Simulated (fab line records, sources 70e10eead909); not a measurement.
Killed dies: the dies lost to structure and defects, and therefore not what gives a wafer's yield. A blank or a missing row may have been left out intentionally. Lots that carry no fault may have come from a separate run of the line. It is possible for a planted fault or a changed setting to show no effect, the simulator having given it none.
fab line records	flow nand-harc
[record] lots = 12	wafers = 36	last-day = 24
route steps=1159 shown A_STAIRCASE@564 END@1159
lots that met no fault: taken from a fault-free run of the same line
start-h: hours from the record's opening day to when the first of the lot's shown wafers began	wait-h: hours since the lot's step before	" same as the row above	L1.1+2: a single row standing in for several wafers	- no value present, or no start provided	* or withheld: withheld	< > ~ a bound
route shown NAME@n: names a module that has steps shown in the file, with the first one's number in the route	usual: mean/standard deviation of fault-free wafers	same: alike in all rows	chamber/n: place in a boat	sites: the reading at each site	_std_site: their standard deviation	_edge_site: outer sites' mean less inner sites'	radius-mm: for every site, how far away it sits from the centre of the wafer	mask NAME#n: copy n	behind: the last tool/chamber to shape the wafer	hold: reason for holding the lot/hours on hold/outcome of the hold	device: whichever transistor did not switch (one of n, p or np)	end of line: tests of these same wafers at the route's end	step lacking rows: just its recipe	killed: not the wafer's yield, but the dies lost to structure and defects at the first sort	map: a wafer's dies, marking killed ones x, the rest . and places with no die _
set.NAME: the setting that was run; set.NAME@STEP: the one run at that earlier step	model.NAME: the simulator's own value behind a step, which no gauge read
a sample of lots followed through the steps of the route, with each step as a table and each wafer as a row
services: a tool's chamber out of use, with start hour (start-h, from the record's first day; less than 0 if before it), hours out, and reason
[[steps]]
[step NHARC_A_STAIRCASE_ETCH_27]
[recipe] target-depth-a = 1000	time-s = 40.5	ion-energy-ev = 400	c4f8-flow-sccm = 20	o2-flow-sccm = 10	ar-flow-sccm = withheld	rf-w = 600	bias-w = 1000	chemistry = C4F8/O2
[usual] oes-product-au = 0.935/0.011	rf-vpp-V = 895/4.2
[same] time-s = 40.5
lot.wafer	tool	chamber	start-h	wait-h	oes-product-au	rf-hours-counter-h	rf-vpp-V
L591.1	rie-diel-01	2	-	-	0.928	37	894
L591.3	"	0	"	"	0.929	39	893
L591.2	"	1	"	"	0.950	38	900
L592.2	rie-diel-08	2	-	-	0.954	42	901
L592.3	"	1	"	"	0.944	42	893
L592.4	"	1	"	"	0.938	-	893
L595.2	rie-diel-01	0	-	-	0.933	41	894
L595.6	"	1	"	"	0.956	-	901
L595.5	"	2	"	"	0.938	-	895
L594.3	rie-diel-01	2	-	-	0.926	39	895
L594.1	"	0	"	"	0.906	42	894
L594.4	"	2	"	"	0.915	-	895
L593.2	rie-diel-01	2	-	-	0.934	42	896
L593.5	"	0	"	"	0.920	-	892
L593.6	"	1	"	"	0.947	-	900
L596.1	rie-diel-01	1	-	-	0.950	45	899
L596.4	"	2	"	"	0.941	44	895
L596.6	"	1	"	"	0.939	-	899
L598.1	rie-diel-01	3	-	-	0.952	42	887
L598.2	"	0	"	"	0.935	52	893
L598.5	"	2	"	"	0.931	-	895
L601.4	rie-diel-01	3	-	-	0.947	45	890
L601.5	"	3	"	"	0.953	-	888
L601.6	"	0	"	"	0.927	-	892
L600.1	rie-diel-08	2	-	-	0.936	59	901
L600.2	"	3	"	"	0.917	64	898
L600.5	"	2	"	"	0.930	-	900
L606.3	rie-diel-01	0	-	-	0.944	6	891
L606.1	"	1	"	"	0.950	5	898
L606.6	"	0	"	"	0.936	-	891
L610.1	rie-diel-02	2	-	-	0.938	9	890
L610.3	"	3	"	"	0.948	9	896
L610.6	"	1	"	"	0.943	-	900
L613.1	rie-diel-02	1	-	-	0.932	11	900
L613.2	"	3	"	"	0.943	11	895
L613.6	"	2	"	"	0.940	-	889
[step NHARC_A_STAIRCASE_ETCH_201]
[recipe] target-depth-a = 1000	time-s = 40.5	ion-energy-ev = 400	c4f8-flow-sccm = 20	o2-flow-sccm = 10	ar-flow-sccm = withheld	rf-w = 600	bias-w = 1000	chemistry = C4F8/O2
[usual] oes-product-au = 0.941/0.017	rf-vpp-V = 895/4
[same] time-s = 40.5
lot.wafer	tool	chamber	start-h	wait-h	oes-product-au	rf-hours-counter-h	rf-vpp-V
L591.3	rie-diel-01	3	253.29	-	0.939	35	891
L591.2	"	0	"	"	0.937	40	895
L591.1	"	1	"	"	0.956	39	901
L592.2	rie-diel-02	0	253.57	-	0.951	37	897
L592.3	"	1	"	"	0.941	36	901
L592.4	"	2	"	"	0.928	36	893
L595.2	rie-diel-01	2	261.44	-	0.928	41	894
L595.6	"	1	"	"	0.937	-	902
L595.5	"	0	"	"	0.913	-	894
L594.4	rie-diel-02	0	263.08	-	0.951	42	897
L594.3	"	1	"	"	0.945	41	900
L594.1	"	2	"	"	0.935	40	890
L593.2	rie-diel-02	2	267.21	-	0.943	42	890
L593.6	"	2	"	"	0.940	-	891
L593.5	"	3	"	"	0.949	-	896
L596.1	rie-diel-01	2	271.86	-	0.939	45	894
L596.4	"	3	"	"	0.933	38	889
L596.6	"	1	"	"	0.943	-	901
L598.2	rie-diel-02	2	287.91	-	0.954	48	891
L598.1	"	3	"	"	0.964	46	897
L598.5	"	2	"	"	0.949	-	893
L601.4	rie-diel-02	2	295.94	-	0.928	51	892
L601.6	"	2	"	"	0.943	-	890
L601.5	"	3	"	"	0.942	-	896
L600.2	rie-diel-08	0	297.94	-	0.925	58	890
L600.1	"	2	"	"	0.954	61	899
L600.5	"	3	"	"	0.920	-	900
L606.3	rie-diel-08	0	339.90	-	1.137	8	888
L606.1	"	3	"	"	0.946	18	899
L606.6	"	2	"	"	0.943	-	900
L610.1	rie-diel-01	0	363.73	-	0.939	20	892
L610.3	"	1	"	"	0.976	19	898
L610.6	"	3	"	"	0.927	-	891
L613.1	rie-diel-02	0	366.85	-	0.945	9	896
L613.2	"	1	"	"	0.961	12	899
L613.6	"	3	"	"	0.946	-	893
[step NHARC_A_STAIRCASE_TRIM_202]
[recipe] time-s = 211.2	o2-flow-sccm = 500	ar-flow-sccm = 0	bias-w = 0	chemistry = O2
[usual] drypump-motor-current-A = 5.8/0.44	oes-product-au = 1.000/0.011	rf-vpp-V = 57.7/0.86	showerhead-plenum-p-Torr = 3.50/0.1	throttle-valve-pct = 17.037/0.009
[same] time-s = 211.2
lot.wafer	tool	chamber	start-h	wait-h	drypump-motor-current-A	oes-product-au	rf-hours-counter-h	rf-vpp-V	showerhead-plenum-p-Torr	throttle-valve-pct
L591.2	rie-diel-01	2	-	-	5.9	1.005	37	57.2	3.49	17.038
L591.1	"	0	"	"	6.6	0.989	40	58.1	3.45	17.033
L591.3	"	1	"	"	5.7	1.004	39	57.5	3.63	17.039
L592.3	rie-diel-02	3	-	-	6.2	1.012	36	56.7	3.54	17.028
L592.2	"	1	"	"	6.0	1.002	36	58.4	3.65	17.025
L592.4	"	2	"	"	5.9	1.005	36	58.0	3.39	17.033
L595.2	rie-diel-01	0	-	-	6.6	0.986	44	58.1	3.45	17.032
L595.5	"	0	"	"	6.6	0.976	-	57.9	3.45	17.030
L595.6	"	2	"	"	5.9	0.996	-	57.7	3.48	17.038
L594.4	rie-diel-02	3	-	-	6.2	1.004	41	58.4	3.53	17.029
L594.1	"	0	"	"	5.1	1.001	42	57.9	3.55	17.033
L594.3	"	2	"	"	5.9	0.988	40	56.8	3.39	17.043
L593.2	rie-diel-02	2	-	-	5.9	1.000	42	57.6	3.39	17.037
L593.6	"	0	"	"	5.1	1.014	-	59.2	3.55	17.040
L593.5	"	1	"	"	6.0	0.997	-	56.8	3.65	17.039
L596.4	rie-diel-01	3	-	-	5.5	0.990	38	57.9	3.34	17.020
L596.1	"	0	"	"	6.6	0.972	48	57.3	3.45	17.041
L596.6	"	0	"	"	6.6	0.988	-	57.1	3.45	17.040
L598.1	rie-diel-02	2	-	-	5.9	0.995	48	57.8	3.39	17.037
L598.2	"	1	"	"	6.0	0.994	49	59.0	3.64	17.040
L598.5	"	3	"	"	6.2	1.011	-	58.1	3.53	17.033
L601.4	rie-diel-02	0	-	-	5.1	1.017	52	58.6	3.54	17.028
L601.6	"	2	"	"	5.9	0.997	-	58.3	3.38	17.039
L601.5	"	3	"	"	6.2	1.011	-	57.3	3.53	17.029
L600.2	rie-diel-08	2	-	-	5.9	0.993	61	58.8	3.63	17.041
L600.1	"	0	"	"	6.1	0.969	58	57.4	3.34	17.051
L600.5	"	2	"	"	5.9	0.997	-	58.4	3.63	17.040
L606.3	rie-diel-08	2	-	-	5.9	1.008	18	58.3	3.62	17.037
L606.1	"	3	"	"	5.3	1.010	18	58.3	3.61	17.041
L606.6	"	2	"	"	5.9	0.998	-	57.9	3.62	17.038
L610.1	rie-diel-01	1	-	-	5.7	1.001	19	57.5	3.61	17.048
L610.3	"	2	"	"	5.9	0.988	18	57.8	3.46	17.024
L610.6	"	1	"	"	5.7	1.010	-	56.7	3.61	17.052
L613.2	rie-diel-02	2	-	-	5.9	1.000	11	58.2	3.37	17.030
L613.1	"	3	"	"	6.2	1.006	12	57.7	3.52	17.041
L613.6	"	2	"	"	5.9	0.991	-	56.9	3.37	17.030
[step NHARC_A_STAIRCASE_STRIP_205]
[recipe] power-w = 1500	temp-c = 250	chemistry = O2
[usual] drypump-motor-current-A = 5.7/0.34	heater-power-w = 301/7.9
lot.wafer	tool	chamber	start-h	wait-h	drypump-motor-current-A	heater-power-w	rf-hours-counter-h
L591.1	plasma-asher-02	1	253.99	0.4	5.3	299	21
L591.2	"	0	"	"	6.3	310	21
L591.3	"	0	"	"	6.3	300	-
L592.2	plasma-asher-01	0	254.32	0.4	5.9	310	47
L592.3	"	1	"	"	5.5	308	-
L592.4	"	0	"	"	5.9	297	-
L595.2	plasma-asher-01	1	262.08	0.1	5.5	304	49
L595.6	"	1	"	"	5.5	309	-
L595.5	"	0	"	"	5.9	301	-
L594.1	plasma-asher-01	1	263.54	0.1	5.5	305	49
L594.4	"	1	"	"	5.5	303	-
L594.3	"	0	"	"	5.9	297	-
L593.2	plasma-asher-02	0	267.66	0.1	6.3	315	24
L593.5	"	1	"	"	5.3	296	-
L593.6	"	0	"	"	6.3	308	-
L596.1	plasma-asher-02	1	272.40	0.1	5.3	291	26
L596.4	"	0	"	"	6.3	307	-
L596.6	"	0	"	"	6.3	309	-
L598.1	plasma-asher-02	1	288.43	0.1	5.3	292	32
L598.2	"	0	"	"	6.3	309	32
L598.5	"	0	"	"	6.3	303	-
L601.4	plasma-asher-02	1	296.48	0.2	5.3	293	-
L601.5	"	1	"	"	5.3	302	-
L601.6	"	0	"	"	6.3	303	-
L600.2	plasma-asher-01	0	298.34	0.1	5.9	292	2
L600.1	"	1	"	"	5.5	322	2
L600.5	"	0	"	"	5.9	291	-
L606.1	plasma-asher-01	1	340.41	0.1	5.5	308	15
L606.3	"	1	"	"	5.5	316	-
L606.6	"	0	"	"	5.9	287	-
L610.1	plasma-asher-01	0	364.46	0.4	5.9	298	24
L610.3	"	0	"	"	5.9	295	-
L610.6	"	1	"	"	5.5	304	-
L613.2	plasma-asher-01	1	368.19	1.0	5.5	305	27
L613.1	"	0	"	"	5.9	297	27
L613.6	"	1	"	"	5.5	304	-
[step NHARC_END_SORT_01]
[recipe] temp-c = 25
[usual] killed-at-array = 26/9.1	killed-at-other = 0.7/0.9	killed-at-periphery = 3.6/2.8	killed-dies = 30/9.2	killed-open = 3.0/1.9	killed-short = 2.0/1.4
[same] gross-dies = 677
lot.wafer	tool	chamber	start-h	wait-h	hold	killed-at-array	killed-at-other	killed-at-periphery	killed-dies	killed-open	killed-short
L592.2	prober-01	0	445.34	2.8	-	22	1	1	24	2	2
L592.3	prober-01	0	446.14	3.1	-	24	0	5	29	6	4
L592.4	prober-01	0	446.94	3.4	-	33	0	5	38	2	4
L591.1	prober-02	0	452.36	2.5	-	15	0	2	17	1	1
L591.2	prober-02	0	453.16	2.8	-	17	0	5	22	4	3
L591.3	prober-02	0	453.96	3.1	-	22	0	3	25	6	3
L595.2	prober-01	0	453.11	2.8	-	24	0	5	29	6	4
L595.5	prober-01	0	455.51	3.7	-	26	0	3	29	2	1
L595.6	prober-01	0	456.30	4.0	-	17	0	1	18	2	1
L594.1	prober-01	0	460.13	2.5	-	28	0	2	30	2	1
L594.3	prober-01	0	461.75	3.1	-	31	1	5	37	9	4
L594.4	prober-01	0	462.56	3.4	-	22	0	2	24	2	0
L596.1	prober-02	0	463.12	2.5	-	14	0	3	17	3	2
L596.4	prober-02	0	465.53	3.4	-	19	1	3	23	5	3
L596.6	prober-02	0	467.13	4.0	-	12	0	3	15	2	0
L593.2	prober-01	0	468.78	2.8	-	25	0	5	30	4	3
L593.5	prober-01	0	471.16	3.7	-	18	0	7	25	2	2
L593.6	prober-01	0	471.96	4.0	-	23	0	6	29	0	3
L598.1	prober-02	0	481.72	2.5	-	23	1	2	26	4	3
L598.2	prober-02	0	482.52	2.8	-	21	3	1	25	3	0
L598.5	prober-02	0	484.94	3.7	-	23	5	6	34	3	2
L600.1	prober-02	0	489.53	2.5	-	20	1	0	21	0	0
L600.2	prober-02	0	490.33	2.8	-	23	0	0	23	2	2
L600.5	prober-02	0	492.71	3.7	-	24	1	3	28	0	2
L601.4	prober-01	0	491.87	3.4	-	26	1	4	31	8	0
L601.5	prober-01	0	492.67	3.7	-	26	0	1	27	3	2
L601.6	prober-01	0	493.46	4.0	-	18	1	3	22	3	2
L606.1	prober-01	0	561.74	2.5	await-dispo/3.3h/release	26	0	11	37	4	0
L606.3	prober-01	0	563.36	3.1	await-dispo/3.3h/release	669	0	8	677	2	3
L606.6	prober-01	0	565.79	4.0	await-dispo/3.3h/release	22	1	10	33	1	1
L613.1	prober-02	0	577.31	2.5	-	19	1	9	29	5	1
L613.2	prober-02	0	578.10	2.8	-	19	0	9	28	3	0
L613.6	prober-02	0	581.28	4.0	-	22	1	13	36	2	2
L610.1	prober-01	0	577.52	2.5	-	50	0	2	52	2	2
L610.3	prober-01	0	579.10	3.1	-	62	0	2	64	3	5
L610.6	prober-01	0	581.47	4.0	-	37	1	1	39	1	2
// killed by level:class
L592.2 A_CHANNEL_HOLE_D1:chamber-film-flake=8 A_STAIRCASE:chamber-film-flake=5 A_CONTACT:chamber-film-flake=4 P_CONTACT:geometric-particle:open=1 A_CHANNEL_FILL_D1:geometric-particle:short=1 A_CONTACT:geometric-particle:short=1 A_CONTACT:geometric-particle:open=1 A_SLIT:chamber-film-flake=1
L592.3 A_CHANNEL_HOLE_D1:chamber-film-flake=9 A_STAIRCASE:chamber-film-flake=4 A_CHANNEL_FILL_D1:geometric-particle:open=2 A_CONTACT:geometric-particle:open=2 A_WL_FILL:chamber-film-flake=2 A_CONTACT:chamber-film-flake=2 P_CONTACT:geometric-particle:short=1 P_M0:geometric-particle:open=1
L592.4 A_CHANNEL_HOLE_D1:chamber-film-flake=15 A_STAIRCASE:chamber-film-flake=5 A_CONTACT:chamber-film-flake=4 P_M0:chamber-film-flake=3 A_SLIT:chamber-film-flake=2 P_STI:geometric-particle:short=1 A_ONON_D1:geometric-particle:short=1 A_ONON_D1:geometric-particle:open=1
L591.1 A_SLIT:chamber-film-flake=11 A_CHANNEL_HOLE_D1:chamber-film-flake=2 P_M0:geometric-particle:short=1 A_CONTACT:geometric-particle:open=1 P_GATE:chamber-film-flake=1 A_CONTACT:chamber-film-flake=1
L595.2 A_CHANNEL_HOLE_D1:chamber-film-flake=7 A_STAIRCASE:chamber-film-flake=5 P_M0:geometric-particle:open=2 A_ONON_D1:geometric-particle:open=2 P_BONDPAD:chamber-film-flake=2 A_SLIT:chamber-film-flake=2 A_SOURCE_PLATE:geometric-particle:short=1 A_CHANNEL_HOLE_D1:geometric-particle:open=1
L591.2 A_SLIT:chamber-film-flake=6 A_CONTACT:chamber-film-flake=3 P_CONTACT:geometric-particle:open=1 P_M0:geometric-particle:open=1 A_ONON_D1:geometric-particle:short=1 A_CHANNEL_FILL_D1:geometric-particle:short=1 A_WL_FILL:geometric-particle:short=1 A_WL_FILL:geometric-particle:open=1
L591.3 A_SLIT:chamber-film-flake=9 A_ONON_D1:geometric-particle:short=2 A_CHANNEL_HOLE_D1:chamber-film-flake=2 A_STAIRCASE:chamber-film-flake=2 A_CONTACT:chamber-film-flake=2 P_GATE:geometric-particle:open=1 P_CONTACT:geometric-particle:open=1 P_M0:geometric-particle:open=1
L595.5 A_CHANNEL_HOLE_D1:chamber-film-flake=14 A_STAIRCASE:chamber-film-flake=4 A_CONTACT:chamber-film-flake=3 A_CHANNEL_HOLE_D1:geometric-particle:open=1 A_WL_FILL:geometric-particle:short=1 A_CONTACT:geometric-particle:open=1 P_GATE:chamber-film-flake=1 P_CONTACT:chamber-film-flake=1
L595.6 A_CHANNEL_HOLE_D1:chamber-film-flake=10 A_CONTACT:chamber-film-flake=3 A_CHANNEL_FILL_D1:geometric-particle:open=1 A_SGD_CUT:geometric-particle:short=1 A_SGD_CUT:geometric-particle:open=1 P_BONDPAD:chamber-film-flake=1 A_STAIRCASE:chamber-film-flake=1
L594.1 A_SLIT:chamber-film-flake=12 A_CHANNEL_HOLE_D1:chamber-film-flake=7 A_CHANNEL_FILL_D1:chamber-film-flake=2 A_STAIRCASE:chamber-film-flake=2 P_CONTACT:geometric-particle:open=1 A_CONTACT:geometric-particle:short=1 A_BLC:geometric-particle:open=1 P_ZERO_WELL:chamber-film-flake=1
L594.3 A_SLIT:chamber-film-flake=10 A_STAIRCASE:chamber-film-flake=4 P_ZERO_WELL:chamber-film-flake=3 A_CHANNEL_HOLE_D1:chamber-film-flake=3 A_CHANNEL_FILL_D1:geometric-particle:open=2 A_SGD_CUT:geometric-particle:open=2 A_BLC:geometric-particle:open=2 A_WL_FILL:chamber-film-flake=2
L594.4 A_SLIT:chamber-film-flake=10 A_CHANNEL_HOLE_D1:chamber-film-flake=3 A_STAIRCASE:chamber-film-flake=3 P_ZERO_WELL:chamber-film-flake=2 A_WL_FILL:chamber-film-flake=2 A_CONTACT:chamber-film-flake=2 A_CHANNEL_HOLE_D1:geometric-particle:open=1 A_CONTACT:geometric-particle:open=1
L596.1 A_CONTACT:chamber-film-flake=6 A_CHANNEL_HOLE_D1:chamber-film-flake=3 P_CONTACT:geometric-particle:open=2 A_ONON_D1:geometric-particle:short=1 A_SGD_CUT:geometric-particle:short=1 A_CONTACT:geometric-particle:open=1 P_GATE:chamber-film-flake=1 A_CHANNEL_FILL_D1:chamber-film-flake=1
L596.4 A_STAIRCASE:chamber-film-flake=7 A_CHANNEL_HOLE_D1:chamber-film-flake=4 A_WL_FILL:chamber-film-flake=2 P_CONTACT:geometric-particle:open=1 P_M0:geometric-particle:open=1 A_SOURCE_PLATE:geometric-particle:open=1 A_ONON_D1:geometric-particle:short=1 A_WL_FILL:geometric-particle:open=1
L596.6 A_CHANNEL_HOLE_D1:chamber-film-flake=7 P_ZERO_WELL:chamber-film-flake=2 A_CONTACT:chamber-film-flake=2 A_CONTACT:geometric-particle:open=1 A_M0:geometric-particle:open=1 P_GATE:chamber-film-flake=1 A_CHANNEL_FILL_D1:chamber-film-flake=1
L593.2 A_CHANNEL_HOLE_D1:chamber-film-flake=18 A_STAIRCASE:chamber-film-flake=3 P_M0:geometric-particle:open=2 P_BONDPAD:chamber-film-flake=2 P_GATE:geometric-particle:short=1 A_SGD_CUT:geometric-particle:short=1 A_BLC:geometric-particle:open=1 A_M0:geometric-particle:open=1
L593.5 A_CHANNEL_HOLE_D1:chamber-film-flake=11 P_BONDPAD:chamber-film-flake=4 A_CONTACT:chamber-film-flake=3 P_M2:geometric-particle:open=1 A_ONON_D1:geometric-particle:short=1 A_WL_FILL:geometric-particle:short=1 A_WL_FILL:geometric-particle:open=1 P_STI:chamber-film-flake=1
L593.6 A_CHANNEL_HOLE_D1:chamber-film-flake=16 P_BONDPAD:chamber-film-flake=4 A_STAIRCASE:chamber-film-flake=3 P_M1:geometric-particle:short=1 A_CHANNEL_FILL_D1:geometric-particle:short=1 A_M0:geometric-particle:short=1 P_M0:chamber-film-flake=1 A_CONTACT:chamber-film-flake=1
L598.1 A_CHANNEL_HOLE_D1:chamber-film-flake=13 A_CONTACT:chamber-film-flake=2 P_GATE:geometric-particle:open=1 A_ONON_D1:geometric-particle:short=1 A_ONON_D1:geometric-particle:open=1 A_WL_FILL:geometric-particle:short=1 A_CONTACT:geometric-particle:short=1 A_CONTACT:geometric-particle:open=1
L598.2 A_CHANNEL_HOLE_D1:chamber-film-flake=12 A_CONTACT:chamber-film-flake=3 THIN_TSV:chamber-film-flake=3 A_STAIRCASE:chamber-film-flake=2 P_CONTACT:geometric-particle:open=1 A_BLC:geometric-particle:open=1 A_M0:geometric-particle:open=1 A_ZERO_WELL:chamber-film-flake=1
L598.5 A_CHANNEL_HOLE_D1:chamber-film-flake=13 P_STI:chamber-film-flake=5 THIN_TSV:chamber-film-flake=5 A_STAIRCASE:chamber-film-flake=4 A_WL_FILL:geometric-particle:open=2 A_CHANNEL_FILL_D1:geometric-particle:short=1 A_WL_FILL:geometric-particle:short=1 A_CONTACT:geometric-particle:open=1
L600.1 A_CHANNEL_HOLE_D1:chamber-film-flake=12 A_STAIRCASE:chamber-film-flake=6 A_CONTACT:chamber-film-flake=2 THIN_TSV:chamber-film-flake=1
L600.2 A_CHANNEL_HOLE_D1:chamber-film-flake=13 A_STAIRCASE:chamber-film-flake=3 A_CONTACT:chamber-film-flake=2 A_CHANNEL_FILL_D1:geometric-particle:open=1 A_WL_FILL:geometric-particle:short=1 A_CONTACT:geometric-particle:open=1 A_M0:geometric-particle:short=1 A_WL_FILL:chamber-film-flake=1
L601.4 A_SLIT:chamber-film-flake=10 A_CHANNEL_HOLE_D1:chamber-film-flake=6 A_STAIRCASE:chamber-film-flake=5 A_CONTACT:geometric-particle:open=2 P_CONTACT:geometric-particle:open=1 P_M0:geometric-particle:open=1 P_M1:geometric-particle:open=1 P_M2:geometric-particle:open=1
L601.5 A_SLIT:chamber-film-flake=14 A_CONTACT:geometric-particle:open=2 A_CHANNEL_HOLE_D1:chamber-film-flake=2 A_STAIRCASE:chamber-film-flake=2 A_ONON_D1:geometric-particle:short=1 A_CONTACT:geometric-particle:short=1 A_BLC:geometric-particle:open=1 P_GATE:chamber-film-flake=1
L600.5 A_CHANNEL_HOLE_D1:chamber-film-flake=15 A_STAIRCASE:chamber-film-flake=5 P_STI:chamber-film-flake=3 A_WL_FILL:geometric-particle:short=2 A_WL_FILL:chamber-film-flake=1 A_CONTACT:chamber-film-flake=1 THIN_TSV:chamber-film-flake=1
L601.6 A_SLIT:chamber-film-flake=9 A_CHANNEL_HOLE_D1:chamber-film-flake=4 A_CONTACT:geometric-particle:open=2 P_M0:geometric-particle:open=1 A_SLIT:geometric-particle:short=1 A_M0:geometric-particle:short=1 P_STI:chamber-film-flake=1 P_GATE:chamber-film-flake=1
L606.1 A_CHANNEL_HOLE_D1:chamber-film-flake=19 P_BONDPAD:chamber-film-flake=7 A_CONTACT:chamber-film-flake=4 A_M0:geometric-particle:open=2 P_M1:chamber-film-flake=2 P_CONTACT:geometric-particle:open=1 A_CONTACT:geometric-particle:open=1 P_GATE:chamber-film-flake=1
L606.3 A_STAIRCASE:area-etch=653 A_CHANNEL_HOLE_D1:chamber-film-flake=10 P_BONDPAD:chamber-film-flake=4 A_CONTACT:chamber-film-flake=3 P_GATE:geometric-particle:short=1 P_CONTACT:geometric-particle:open=1 A_CHANNEL_HOLE_D1:geometric-particle:short=1 A_SGD_CUT:geometric-particle:open=1
L606.6 A_CHANNEL_HOLE_D1:chamber-film-flake=19 P_BONDPAD:chamber-film-flake=5 P_ZERO_WELL:chamber-film-flake=2 P_CONTACT:geometric-particle:open=1 P_CONTACT:geometric-particle:short=1 P_M1:chamber-film-flake=1 A_WL_FILL:chamber-film-flake=1 A_CONTACT:chamber-film-flake=1
L613.1 A_CHANNEL_HOLE_D1:chamber-film-flake=6 A_CONTACT:chamber-film-flake=6 P_CONTACT:chamber-film-flake=5 P_M2:chamber-film-flake=3 P_M2:geometric-particle:open=1 A_ONON_D1:geometric-particle:open=1 A_ONON_D1:geometric-particle:short=1 A_CONTACT:geometric-particle:open=1
L610.1 A_SLIT:chamber-film-flake=20 A_CHANNEL_HOLE_D1:chamber-film-flake=17 A_CONTACT:chamber-film-flake=9 P_M0:geometric-particle:short=1 A_CONTACT:geometric-particle:open=1 A_BLC:geometric-particle:open=1 A_M0:geometric-particle:short=1 P_GATE:chamber-film-flake=1
L613.2 A_CONTACT:chamber-film-flake=8 A_CHANNEL_HOLE_D1:chamber-film-flake=7 P_CONTACT:chamber-film-flake=6 P_M1:geometric-particle:open=1 A_BLC:geometric-particle:open=1 A_M0:geometric-particle:open=1 P_ZERO_WELL:chamber-film-flake=1 P_M2:chamber-film-flake=1
L610.3 A_CHANNEL_HOLE_D1:chamber-film-flake=22 A_SLIT:chamber-film-flake=20 A_CONTACT:chamber-film-flake=5 A_ZERO_WELL:chamber-film-flake=4 A_CHANNEL_FILL_D1:chamber-film-flake=4 P_CONTACT:geometric-particle:open=1 A_ONON_D1:geometric-particle:short=1 A_CHANNEL_FILL_D1:geometric-particle:short=1
L613.6 P_CONTACT:chamber-film-flake=8 A_CHANNEL_HOLE_D1:chamber-film-flake=8 A_CONTACT:chamber-film-flake=6 P_M2:chamber-film-flake=4 A_SLIT:chamber-film-flake=3 P_GATE:geometric-particle:open=1 A_SOURCE_PLATE:geometric-particle:short=1 A_WL_FILL:geometric-particle:short=1
L610.6 A_SLIT:chamber-film-flake=15 A_CHANNEL_HOLE_D1:chamber-film-flake=14 A_CONTACT:chamber-film-flake=7 P_CONTACT:geometric-particle:short=1 A_CHANNEL_HOLE_D1:geometric-particle:open=1 STARTING-WAFER:geometric-particle:short=1
[[services]]
tool	chamber	start-h	hours	kind
rie-diel-08	0	240.17	12.9	repair
rie-diel-01	0	246.31	-	clean
rie-diel-01	1	246.31	-	clean
rie-diel-01	2	246.31	-	clean
rie-diel-01	3	246.31	-	clean
rie-diel-01	3	256.86	8.8	repair
rie-diel-02	3	267.86	7.5	repair
rie-diel-01	0	270.81	-	clean
rie-diel-01	1	270.81	-	clean
rie-diel-01	2	270.81	-	clean
rie-diel-01	3	270.81	-	clean
plasma-asher-01	-	284.71	9.0	pm
rie-diel-01	0	295.39	-	clean
rie-diel-01	1	295.39	-	clean
rie-diel-01	2	295.39	-	clean
rie-diel-01	3	295.39	-	clean
rie-diel-08	-	301.82	9.0	pm
rie-diel-01	-	314.97	9.0	pm
rie-diel-01	0	314.97	9.0	vent-cycle
rie-diel-08	0	318.40	14.4	repair
rie-diel-02	-	328.58	9.0	pm
rie-diel-08	1	331.54	11.2	repair
rie-diel-02	0	337.94	7.0	repair
plasma-asher-02	-	360.00	9.0	pm
[[key]]
[first-sign] step = NHARC_A_STAIRCASE_ETCH_201	reading = oes-product-au	direction = up	sigmas = 12	usual = 0.941	struck = 1.137
[effect] step = NHARC_END_SORT_01	reading = killed-at-array	direction = up	sigmas = 70	usual = 26	struck = 669
[more-kills-born-at] NHARC_A_STAIRCASE_ETCH_201@rie-diel-08 = 653
met-at NHARC_A_STAIRCASE_ETCH_201
struck-lots L606
struck-wafers L606.3
later-rows-left-out L606.3
tester-left-out L606
not-acting-at NHARC_A_STAIRCASE_ETCH_27,NHARC_A_STAIRCASE_TRIM_202,NHARC_A_STAIRCASE_STRIP_205
onset-between 297.94 339.90
[fault] kind = process-parameter-drift	tool = rie-diel-08	chamber = 0	onset-h = 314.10	steps = NHARC_A_STAIRCASE_ETCH_201	channel = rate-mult	offset = 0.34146	shape = step	end-h = 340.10
// tester-left-out: of these lots the tester's yield and bins aren't shown, on N5 and GAA mostly nor the transistor test; their killed dies are dies lost to structure and defects alone, not to doping, threshold or leakage, so they don't give the yield
// later-rows-left-out: the simulator's readings of these wafers behind a module that went badly wrong aren't trusted and aren't shown, but for the sort
